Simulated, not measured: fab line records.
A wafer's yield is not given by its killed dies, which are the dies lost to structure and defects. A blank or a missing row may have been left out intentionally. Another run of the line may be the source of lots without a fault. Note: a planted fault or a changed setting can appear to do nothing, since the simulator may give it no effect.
Split-lot trial    flow n5-finfet    21 wafers read across 7 lots, on a route 1938 steps long

## THE SPLIT ITSELF
At N5_BEOL_M7_COAT_22 (resist thk 30 nm), the setting spin-rpm was moved away from the recipe's 1500 rpm on 5 of the 21 wafers read, by -5.5% to +11.0%. All remaining wafers had this setting at the recipe value.

The reading comes from the split's own step.

## THE READING
CAR-EUV_of_BEOL_M7_COAT_22.thk-nm (the simulator's own value, which no gauge read), in nm, at N5_BEOL_M7_COAT_22 (resist thk 30 nm). There is no usual value for it anywhere in the file. Average 30.0 nm, standard deviation 0.086 nm, over the 16 wafers here run with the recipe.

wafer   tool, chamber at the split  spin-rpm as run, rpm  against the recipe  CAR-EUV_of_BEOL_M7_COAT_22.thk-nm, nm  against lot-mates on the recipe
L077.2  litho-track-02, 0           1500                  recipe              30                                     -
L077.6  litho-track-02, 0           1500                  recipe              30                                     -
L077.4  litho-track-02, 0           1665                  +11.0%              28.4                                   -1.6
L084.2  litho-track-02, 0           1500                  recipe              30                                     -
L084.3  litho-track-02, 0           1500                  recipe              30                                     -
L084.5  litho-track-02, 0           1500                  recipe              30                                     -
L089.1  litho-track-02, 0           1640                  +9.3%               28.8                                   -1.2
L089.6  litho-track-02, 0           1640                  +9.3%               28.8                                   -1.2
L089.4  litho-track-02, 0           1500                  recipe              30                                     -
L090.4  litho-track-02, 0           1500                  recipe              30                                     -
L090.5  litho-track-02, 0           1500                  recipe              30                                     -
L090.6  litho-track-02, 0           1500                  recipe              30                                     -
L093.1  litho-track-03, 0           1500                  recipe              30                                     -
L093.3  litho-track-03, 0           1500                  recipe              30.2                                   -
L093.6  litho-track-03, 0           1500                  recipe              30.2                                   -
L092.1  litho-track-03, 0           1500                  recipe              29.8                                   -
L092.3  litho-track-03, 0           1500                  recipe              30                                     -
L092.4  litho-track-03, 0           1500                  recipe              30                                     -
L096.2  litho-track-03, 0           1418                  -5.5%               30.8                                   +0.8
L096.3  litho-track-03, 0           1418                  -5.5%               30.8                                   +0.8
L096.6  litho-track-03, 0           1500                  recipe              30                                     -

THE FIT
A straight line over all 21 wafers: CAR-EUV_of_BEOL_M7_COAT_22.thk-nm changes by -0.138 nm for each +1% of spin-rpm; r = -0.99; the points scatter about the line by 0.086 nm.
The same after taking each lot's own level away (the mean of its wafers on the recipe; 21 wafers): -0.138 nm for each +1%; r = -0.99; scatter 0.064 nm.
Per that fit: largest spin-rpm move, reading shift of 1.5 nm.
The lots' own levels span 29.93 to 30.13 nm, that is 2.3 times the standard deviation above.
The two slopes are in agreement: the lot-to-lot level therefore moves the slope only a little.
Check: for one of the wafers moved furthest among these (+11.0%), held out of the fit, the line's prediction against its lot-mates is -1.46 nm. Against them it came out at -1.6 nm.

## ADDITIONAL SPLITS CARRIED BY THESE WAFERS
These wafers also went through other splits before the reading. Each is held against what the fit with the lots' levels taken away leaves over:
other split on the same wafers      wafers away from the commonest value  r with CAR-EUV_of_BEOL_M7_COAT_22.thk-nm (lot level and that fit taken away)
N5_BEOL_M3_TRENCH_ETCH_37 source-w  6                                     -0.04
N5_BEOL_M5_EXPOSE_08 dose-mj        15                                    -0.36
N5_BEOL_M5_ETCH_72 bias-w           7                                     -0.11
N5_BEOL_M5_DEP_56 time-s            7                                     -0.17
N5_BEOL_M7_COAT_05 spin-rpm         8                                     +0.20
N5_BEOL_M7_ETCH_61 source-w         6                                     -0.19

## FILE'S OWN FIT
CAR-EUV_of_BEOL_M7_COAT_22.thk-nm changes by -0.139 nm for each +1% of spin-rpm, r = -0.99.
